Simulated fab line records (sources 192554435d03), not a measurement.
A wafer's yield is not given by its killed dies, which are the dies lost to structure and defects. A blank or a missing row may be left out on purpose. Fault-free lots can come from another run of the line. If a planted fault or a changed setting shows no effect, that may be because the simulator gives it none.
Split-lot study + flow n5Finfet + 21 wafers read across 7 lots, on a route 1938 steps long

## ON THE SPLIT
At N5_BEOL_M12_TRENCH_ETCH_34 (etches SiOC in C4F8/O2/Ar, target depth 318.95 nm, time 125.5 s), the setting timeS was moved away from the recipe's 125.5 s on 6 of the 21 wafers read, by -17.4% to +22.1%. For the rest of the wafers, this setting stayed at what the recipe calls for.

## FROM THE SPLIT TO THE READING: what the file shows between them, 10 steps
- N5_BEOL_M12_STRIP_70: strips in C4F8/O2/Ar
- N5_BEOL_M12_OCD_MEAS_35
- N5_BEOL_M12_STRIP_37: strips in N2/H2
- N5_BEOL_M12_ETCH_38: etches SiCN in CF4/N2, target depth 68.7 nm, time 73.4 s
- N5_BEOL_M12_ECD_47: material Cu, target thk 720 nm
- N5_BEOL_M12_ANNEAL_48: time 90 s
- N5_BEOL_M12_CMP_49: polishes, stops on SiOC, t overpolish 20.6 s, target thk 320 nm
- N5_BEOL_M12_THK_MEAS_50: measures by xrf
- N5_BEOL_M12_PRE_CLEAN_52: time 15 s
- N5_BEOL_M12_DEP_53: deposits SiCN from 3MS/NH3, target thk 30 nm, time 10.5 s

## THE READING
At N5_BEOL_M12_RS_MEAS_54, a four-point-probe measurement gives M12_RS in ohm/sq. On this fab line, fault-free wafers typically give 0.0600 ohm/sq with a standard deviation of 0.0011 ohm/sq.

| wafer  | tool, chamber at the split | timeS as run, s | against the recipe | M12_RS, ohm/sq | against lot-mates on the recipe |
|--------|----------------------------|-----------------|--------------------|----------------|---------------------------------|
| L078.2 | rieDiel-03, 3              | 125.5           | recipe             | 0.0591         | -                               |
| L078.4 | rieDiel-03, 1              | 125.5           | recipe             | 0.0595         | -                               |
| L078.5 | rieDiel-03, 0              | 125.5           | recipe             | 0.0607         | -                               |
| L082.3 | rieDiel-03, 0              | 103.7           | -17.4%             | 0.0746         | +0.0141                         |
| L082.4 | rieDiel-03, 1              | 125.5           | recipe             | 0.0603         | -                               |
| L082.5 | rieDiel-03, 0              | 125.5           | recipe             | 0.0607         | -                               |
| L087.2 | rieDiel-05, 2              | 125.5           | recipe             | 0.0609         | -                               |
| L087.3 | rieDiel-05, 3              | 153.2           | +22.1%             | 0.0480         | -0.0135                         |
| L087.6 | rieDiel-05, 1              | 125.5           | recipe             | 0.0620         | -                               |
| L089.2 | rieDiel-03, 2              | 125.5           | recipe             | 0.0612         | -                               |
| L089.3 | rieDiel-03, 3              | 125.5           | recipe             | 0.0587         | -                               |
| L089.5 | rieDiel-03, 0              | 125.5           | recipe             | 0.0602         | -                               |
| L088.1 | rieDiel-01, 3              | 106.7           | -15.0%             | 0.0679         | +0.0087                         |
| L088.2 | rieDiel-01, 0              | 106.7           | -15.0%             | 0.0700         | +0.0108                         |
| L088.3 | rieDiel-01, 2              | 125.5           | recipe             | 0.0592         | -                               |
| L092.1 | rieDiel-05, 2              | 125.5           | recipe             | 0.0601         | -                               |
| L092.2 | rieDiel-05, 3              | 125.5           | recipe             | 0.0581         | -                               |
| L092.5 | rieDiel-05, 2              | 125.5           | recipe             | 0.0612         | -                               |
| L095.1 | rieDiel-05, 2              | 125.5           | recipe             | 0.0604         | -                               |
| L095.4 | rieDiel-05, 2              | 107.9           | -14.0%             | 0.0705         | +0.0101                         |
| L095.6 | rieDiel-05, 3              | 107.9           | -14.0%             | 0.0683         | +0.0079                         |

THE FIT
A straight line over all 21 wafers: M12_RS changes by -0.000632 ohm/sq for each +1% of timeS; r = -0.97; the points scatter about the line by 0.0014 ohm/sq.
The same after taking each lot's own level away (the mean of its wafers on the recipe; 21 wafers): -0.000662 ohm/sq for each +1%; r = -0.98; scatter 0.0011 ohm/sq.
On that fit, the largest move of timeS shifts the reading by 0.015 ohm/sq.
From 0.05920 to 0.06145 ohm/sq: that is the span of the lots' own levels, equal to 2.0 times the standard deviation above.
Hence the lot-to-lot level has little effect on the slope; both slopes agree.
Check: with one of the wafers moved furthest among these (+22.1%) left out of the fit, the line predicts -0.0153 ohm/sq for it against its lot-mates. It came out at -0.0135 ohm/sq against them.

## THE WHOLE CHAIN: every reading that the file lists as answering this split, in the file's order
| step                       | what it does                                                    | reading                                                                      | change (the file's fit)               | r (the file's) |
|----------------------------|-----------------------------------------------------------------|------------------------------------------------------------------------------|---------------------------------------|----------------|
| N5_BEOL_M12_TRENCH_ETCH_34 | etches SiOC in C4F8/O2/Ar, target depth 318.95 nm, time 125.5 s | etch.depthNm (the simulator's own value, which no gauge read)                | +3.39 nm for each +1% of the setting  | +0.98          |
| N5_BEOL_M12_OCD_MEAS_35    |                                                                 | trenchDepthNm                                                                | +3.42 nm for each +1% of the setting  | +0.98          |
| N5_BEOL_M12_CMP_49         | polishes, stops on SiOC, t overpolish 20.6 s, target thk 320 nm | Cu_of_BEOL_M12_ECD_47.thkNm (the simulator's own value, which no gauge read) | +3.35 nm for each +1% of the setting  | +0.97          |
| N5_BEOL_M12_THK_MEAS_50    | measures by xrf                                                 | M12_THK                                                                      | +3.28 for each +1% of the setting     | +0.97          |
| N5_BEOL_M12_RS_MEAS_54     | measures by four-point-probe                                    | M12_RS                                                                       | -0.000672 for each +1% of the setting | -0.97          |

## FILE'S OWN FIT
M12_RS changes by -0.000672 ohm/sq for each +1% of timeS, r = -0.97.
